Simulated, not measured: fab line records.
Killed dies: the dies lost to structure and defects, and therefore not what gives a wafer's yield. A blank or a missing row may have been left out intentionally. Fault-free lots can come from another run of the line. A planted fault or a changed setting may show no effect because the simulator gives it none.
The tool behind it: which one? -- flow n5 finfet -- 72 wafers from 24 lots sampled at 5 of the route's 1938 steps

== WHAT THE GAUGES READ, wafer by wafer ==
N5_BEOL_M7_THK_MEAS_53: measures by xrf. Usual: for M7_THK the level is 79.4 nm and the standard deviation is 1.8.
lot,measured,on,M7_THK (nm),flag
L074,day 8 21:12,film metro-02,79.8 80.3 80.5,
L075,day 10 01:57,film metro-02,79.9 77.5 78.0,
L076,day 10 07:28,film metro-01,77.7 80.4 79.8,
L077,day 10 08:34,film metro-02,80.6 82.0 81.6,
L078,day 10 18:18,film metro-01,76.7 78.7 78.4,
L080,day 11 07:04,film metro-01,80.0 76.9 75.8,
L079,day 11 06:36,film metro-01,80.8 77.5 78.6,
L082,day 11 12:11,film metro-02,76.2 78.9 79.9,
L081,day 11 15:14,film metro-01,81.2 79.2 80.2,
L085,day 11 16:04,film metro-01,77.0 81.3 78.3,
L083,day 12 05:40,film metro-01,79.1 80.1 79.3,
L084,day 12 11:31,film metro-01,80.0 79.6 78.7,
L088,day 12 13:07,film metro-01,78.5 79.3 76.9,
L086,day 12 13:16,film metro-02,79.7 81.3 80.2,
L087,day 12 14:08,film metro-02,77.6 78.4 80.9,
L089,day 13 07:54,film metro-02,80.9 80.4 78.8,
L090,day 13 17:52,film metro-02,81.3 81.0 80.5,
L091,day 14 01:34,film metro-01,78.2 81.5 77.9,
L093,day 14 01:50,film metro-02,83.0 82.5 82.4,
L092,day 14 08:50,film metro-01,78.2 78.8 79.2,
L094,day 14 08:34,film metro-02,79.9 78.2 81.6,
L097,day 15 18:45,film metro-02,76.1 76.8 77.2,
L095,day 15 18:28,film metro-01,77.1 78.7 77.5,
L096,day 15 21:08,film metro-01,80.4 79.5 79.2,

== TOOL THAT RAN EACH LOT (tool first, then ch and the chambers of the sampled wafers, then the start) ==
lot,N5_BEOL_M7_STRIP_19,N5_BEOL_M7_TRENCH_ETCH_37,N5_BEOL_M7_STRIP_80,N5_BEOL_M7_PRE_CLEAN_45
L074,"rie diel-04 ch 0,2,3, day 8 16:54","rie diel-03 ch 0,2, day 8 19:32 or earlier","rie diel-03 ch 0,2, day 8 19:32 or earlier","pvd sputter-02, day 8 19:32"
L075,"rie diel-03 ch 0,2, day 9 20:26","rie diel-04 ch 1,2, day 9 22:37 or earlier","rie diel-04 ch 1,2, day 9 22:37 or earlier","pvd sputter-02, day 9 22:37"
L076,"rie diel-04 ch 0,1,2, day 10 02:32","rie diel-03 ch 1,2,3, day 10 04:22 or earlier","rie diel-03 ch 1,2,3, day 10 04:22 or earlier","pvd sputter-02, day 10 04:22"
L077,"rie diel-03 ch 0,2,3, day 10 02:59","rie diel-04 ch 1,2, day 10 06:55 or earlier","rie diel-04 ch 1,2, day 10 06:55 or earlier","pvd sputter-03, day 10 06:55"
L078,"rie diel-04 ch 0,2,3, day 10 12:40","rie diel-03 ch 0,1,3, day 10 16:42 or earlier","rie diel-03 ch 0,1,3, day 10 16:42 or earlier","pvd sputter-03, day 10 16:42"
L080,"rie diel-02 ch 0,1,2, day 11 02:40","rie diel-04 ch 0,2,3, day 11 05:40 or earlier","rie diel-04 ch 0,2,3, day 11 05:40 or earlier","pvd sputter-03, day 11 05:40"
L079,"rie diel-04 ch 0,2, day 11 02:42","rie diel-03 ch 1,2,3, day 11 04:35 or earlier","rie diel-03 ch 1,2,3, day 11 04:35 or earlier","pvd sputter-02, day 11 04:35"
L082,"rie diel-04 ch 0,2,3, day 11 07:10","rie diel-03 ch 0,1,2, day 11 10:42 or earlier","rie diel-03 ch 0,1,2, day 11 10:42 or earlier","pvd sputter-02, day 11 10:42"
L081,"rie diel-03 ch 0,1, day 11 11:03","rie diel-02 ch 0,1,3, day 11 13:13 or earlier","rie diel-02 ch 0,1,3, day 11 13:13 or earlier","pvd sputter-03, day 11 13:13"
L085,"rie diel-02 ch 0,2,3, day 11 11:14","rie diel-03 ch 1,3, day 11 14:33 or earlier","rie diel-03 ch 1,3, day 11 14:33 or earlier","pvd sputter-01, day 11 14:33"
L083,"rie diel-04 ch 0,1,2, day 12 01:14","rie diel-04 ch 1,2, day 12 03:29 or earlier","rie diel-04 ch 1,2, day 12 03:29 or earlier","pvd sputter-03, day 12 03:29"
L084,"rie diel-02 ch 0,2, day 12 05:43","rie diel-03 ch 0,2,3, day 12 08:31 or earlier","rie diel-03 ch 0,2,3, day 12 08:31 or earlier","pvd sputter-01, day 12 08:31"
L088,"rie diel-03 ch 0,1,3, day 12 08:04","rie diel-04 ch 0,2,3, day 12 11:22 or earlier","rie diel-04 ch 0,2,3, day 12 11:22 or earlier","pvd sputter-02, day 12 11:22"
L086,"rie diel-04 ch 1,3, day 12 08:16","rie diel-02 ch 1,2,3, day 12 11:27 or earlier","rie diel-02 ch 1,2,3, day 12 11:27 or earlier","pvd sputter-02, day 12 11:27"
L087,"rie diel-04 ch 0,1,3, day 12 09:07","rie diel-03 ch 0,1,2, day 12 11:44 or earlier","rie diel-03 ch 0,1,2, day 12 11:44 or earlier","pvd sputter-01, day 12 11:44"
L089,"rie diel-02 ch 0,2,3, day 12 23:20","rie diel-02 ch 0,1, day 13 06:34 or earlier","rie diel-02 ch 0,1, day 13 06:34 or earlier","pvd sputter-01, day 13 06:34"
L090,"rie diel-02 ch 0,3, day 13 13:07","rie diel-02 ch 0,1,2, day 13 15:59 or earlier","rie diel-02 ch 0,1,2, day 13 15:59 or earlier","pvd sputter-02, day 13 15:59"
L091,"rie diel-03 ch 0,1,3, day 13 16:55","rie diel-03 ch 0,3, day 13 23:49 or earlier","rie diel-03 ch 0,3, day 13 23:49 or earlier","pvd sputter-03, day 13 23:49"
L093,"rie diel-02 ch 1,2, day 13 20:46","rie diel-02 ch 2,3, day 13 23:54 or earlier","rie diel-02 ch 2,3, day 13 23:54 or earlier","pvd sputter-03, day 13 23:54"
L092,"rie diel-03 ch 0,1,3, day 14 01:05","rie diel-03 ch 0,2,3, day 14 06:52 or earlier","rie diel-03 ch 0,2,3, day 14 06:52 or earlier","pvd sputter-03, day 14 06:52"
L094,"rie diel-02 ch 1,3, day 14 01:34","rie diel-04 ch 2,3, day 14 06:50 or earlier","rie diel-04 ch 2,3, day 14 06:50 or earlier","pvd sputter-02, day 14 06:50"
L097,"rie diel-02 ch 0,1,3, day 15 12:56","rie diel-04 ch 2,3, day 15 17:14 or earlier","rie diel-04 ch 2,3, day 15 17:14 or earlier","pvd sputter-01, day 15 17:14"
L095,"rie diel-03 ch 0,1,2, day 15 13:22","rie diel-04 ch 2,3, day 15 16:39 or earlier","rie diel-04 ch 2,3, day 15 16:39 or earlier","pvd sputter-01, day 15 16:39"
L096,"rie diel-04 ch 0,2, day 15 16:13","rie diel-02 ch 0,1,2, day 15 18:02 or earlier","rie diel-02 ch 0,1,2, day 15 18:02 or earlier","pvd sputter-02, day 15 18:02"
- N5_BEOL_M7_STRIP_19: strips in O2.
- N5_BEOL_M7_TRENCH_ETCH_37: etches SiCOH lowk in C4F6/O2, target depth 93.478 nm, time 31.2 s.
- N5_BEOL_M7_STRIP_80: strips in N2/H2, time 10 s.
- N5_BEOL_M7_PRE_CLEAN_45: time 30 s.

== WHAT THE TOOLS THEMSELVES READ (means of the sampled wafers that have a number; where no wafer has one, the mark that the record gives instead) ==
N5_BEOL_M7_STRIP_19. Usual: drypump motor current A 5.7 A, standard deviation 0.41; oes product au 0.78 a.u., standard deviation 0.093; rf vpp V 3.6 V, standard deviation 0.59; showerhead plenum p Torr 2.08 Torr, standard deviation 0.084; throttle valve pct 16.68 %, standard deviation 0.26.
lot,tool,drypump motor current A (A),oes product au (a.u.),rf vpp V (V),showerhead plenum p Torr (Torr),throttle valve pct (%),flag
L074,rie diel-04,5.9,0.77,3.4,2.09,16.70,
L075,rie diel-03,6.0,0.81,3.8,2.01,16.49,
L076,rie diel-04,5.5,0.70,3.2,2.06,16.77,
L077,rie diel-03,5.8,0.76,4.2,2.06,16.62,
L078,rie diel-04,5.9,0.76,4.5,2.09,16.72,
L080,rie diel-02,6.0,0.87,3.2,2.09,16.49,
L079,rie diel-04,5.6,0.70,3.6,2.00,16.77,
L082,rie diel-04,5.9,0.74,3.4,2.09,16.73,
L081,rie diel-03,5.8,0.79,3.2,2.06,16.44,
L085,rie diel-02,5.5,0.80,4.0,2.08,16.83,
L083,rie diel-04,5.5,0.80,3.5,2.06,16.63,
L084,rie diel-02,5.8,0.81,4.5,2.11,16.77,
L088,rie diel-03,5.7,0.76,3.7,2.09,16.55,
L086,rie diel-04,5.6,0.93,3.8,2.18,16.54,
L087,rie diel-04,5.7,0.82,3.1,2.12,16.69,
L089,rie diel-02,5.4,0.78,3.6,2.08,16.86,
L090,rie diel-02,5.2,0.76,3.4,2.04,16.93,
L091,rie diel-03,5.7,0.75,3.8,2.09,16.56,
L093,rie diel-02,6.2,0.85,3.7,2.05,16.48,
L092,rie diel-03,5.7,0.74,3.6,2.08,16.56,
L094,rie diel-02,5.8,0.84,3.3,2.01,16.56,
L097,rie diel-02,5.6,0.91,2.9,2.14,16.47,
L095,rie diel-03,5.9,0.75,3.3,2.02,16.58,
L096,rie diel-04,5.6,0.87,3.8,2.16,16.49,

N5_BEOL_M7_TRENCH_ETCH_37. Usual: drypump motor current A 5.8 A, standard deviation 0.37; oes product au 0.78 a.u., standard deviation 0.09; rf fwd power W 340.4 W, standard deviation 1.5; rf vpp V 667 V, standard deviation 13; showerhead plenum p Torr 2.84 Torr, standard deviation 0.098; throttle valve pct 20.95 %, standard deviation 0.17.
lot,tool,drypump motor current A (A),oes product au (a.u.),rf fwd power W (W),rf vpp V (V),showerhead plenum p Torr (Torr),throttle valve pct (%),flag
L074,rie diel-03,6.0,0.79,340.6,674,2.74,20.88,
L075,rie diel-04,5.4,0.69,338.8,668,2.91,21.11,
L076,rie diel-03,5.7,0.73,341.0,667,2.84,20.89,
L077,rie diel-04,5.4,0.68,339.6,668,2.91,21.12,
L078,rie diel-03,5.7,0.76,341.4,676,2.86,20.83,
L080,rie diel-04,5.9,0.74,338.7,654,2.85,21.08,
L079,rie diel-03,5.7,0.73,341.9,668,2.84,20.91,
L082,rie diel-03,5.9,0.78,340.3,679,2.78,20.86,
L081,rie diel-02,5.7,0.86,342.2,663,2.80,20.89,
L085,rie diel-03,5.6,0.71,342.1,663,2.91,20.90,
L083,rie diel-04,5.4,0.89,338.5,668,2.91,20.86,
L084,rie diel-03,5.8,0.75,341.2,670,2.80,20.90,
L088,rie diel-04,5.9,0.74,339.6,653,2.85,21.09,
L086,rie diel-02,5.7,0.80,340.9,664,2.79,21.10,
L087,rie diel-03,5.9,0.77,340.2,679,2.78,20.86,
L089,rie diel-02,5.9,0.91,341.6,665,2.87,20.72,
L090,rie diel-02,6.0,0.85,340.8,665,2.85,20.93,
L091,rie diel-03,5.6,0.72,341.9,666,2.87,20.90,
L093,rie diel-02,5.6,0.73,340.8,666,2.79,21.29,
L092,rie diel-03,5.8,0.74,341.6,670,2.80,20.93,
L094,rie diel-04,6.0,0.73,338.4,653,2.89,21.05,
L097,rie diel-04,6.0,0.72,338.6,652,2.89,21.06,
L095,rie diel-04,6.0,0.73,337.7,652,2.89,21.06,
L096,rie diel-02,5.9,0.83,341.7,664,2.85,20.96,

N5_BEOL_M7_STRIP_80. Usual: drypump motor current A 5.8 A, standard deviation 0.37; oes product au 0.79 a.u., standard deviation 0.09; rf vpp V 59.1 V, standard deviation 0.85; showerhead plenum p Torr 2.53 Torr, standard deviation 0.091; throttle valve pct 23.67 %, standard deviation 0.26.
lot,tool,drypump motor current A (A),oes product au (a.u.),rf vpp V (V),showerhead plenum p Torr (Torr),throttle valve pct (%),flag
L074,rie diel-03,6.1,0.79,58.5,2.45,23.73,
L075,rie diel-04,5.4,0.69,59.5,2.58,23.82,
L076,rie diel-03,5.8,0.73,59.5,2.54,23.59,
L077,rie diel-04,5.4,0.69,58.5,2.58,23.83,
L078,rie diel-03,5.7,0.77,59.3,2.54,23.48,
L080,rie diel-04,5.9,0.75,59.9,2.53,23.77,
L079,rie diel-03,5.8,0.73,59.3,2.53,23.60,
L082,rie diel-03,5.9,0.79,59.2,2.47,23.60,
L081,rie diel-02,5.7,0.86,59.5,2.50,23.64,
L085,rie diel-03,5.6,0.71,59.2,2.60,23.50,
L083,rie diel-04,5.4,0.89,59.8,2.58,23.55,
L084,rie diel-03,5.8,0.75,59.7,2.50,23.66,
L088,rie diel-04,5.9,0.75,58.6,2.53,23.79,
L086,rie diel-02,5.7,0.80,59.3,2.47,23.74,
L087,rie diel-03,5.9,0.77,58.5,2.47,23.61,
L089,rie diel-02,5.9,0.90,58.7,2.57,23.58,
L090,rie diel-02,6.0,0.85,58.8,2.54,23.69,
L091,rie diel-03,5.6,0.72,59.1,2.56,23.57,
L093,rie diel-02,5.6,0.72,58.5,2.48,24.03,
L092,rie diel-03,5.8,0.74,58.6,2.50,23.68,
L094,rie diel-04,6.0,0.74,59.6,2.56,23.60,
L097,rie diel-04,6.0,0.73,59.3,2.56,23.61,
L095,rie diel-04,6.0,0.73,58.7,2.56,23.60,
L096,rie diel-02,6.0,0.82,59.3,2.53,23.71,

N5_BEOL_M7_PRE_CLEAN_45. Usual: heater power w at 343 W, with a standard deviation of 28.
lot,tool,heater power w (W),flag
L074,pvd sputter-02,344,
L075,pvd sputter-02,357,
L076,pvd sputter-02,339,
L077,pvd sputter-03,356,
L078,pvd sputter-03,332,
L080,pvd sputter-03,330,
L079,pvd sputter-02,347,
L082,pvd sputter-02,374,
L081,pvd sputter-03,344,
L085,pvd sputter-01,351,
L083,pvd sputter-03,334,
L084,pvd sputter-01,325,
L088,pvd sputter-02,367,
L086,pvd sputter-02,347,
L087,pvd sputter-01,343,
L089,pvd sputter-01,360,
L090,pvd sputter-02,370,
L091,pvd sputter-03,342,
L093,pvd sputter-03,353,
L092,pvd sputter-03,350,
L094,pvd sputter-02,332,
L097,pvd sputter-01,327,
L095,pvd sputter-01,343,
L096,pvd sputter-02,319,

== THE ANSWER, worked out from the rows above alone ==
Rule: a lot is off if the mean of its wafers that have a number lies more than 3 standard deviations from the usual mean. Also off: a lot with no number at a reading for which 4 or more lots have one. The other lots that the step has rows for count as sound. First the gauges in route order, then the tools' own readings, where a lot's mean is used as printed above. The first step at which some lot is off is used, and at that step the reading that is off furthest; a lot without a number counts as furthest.
Across all readings shown, no lot is off: no conclusion can be drawn from this.

== WHAT THE SIMULATOR HAD INSERTED ==
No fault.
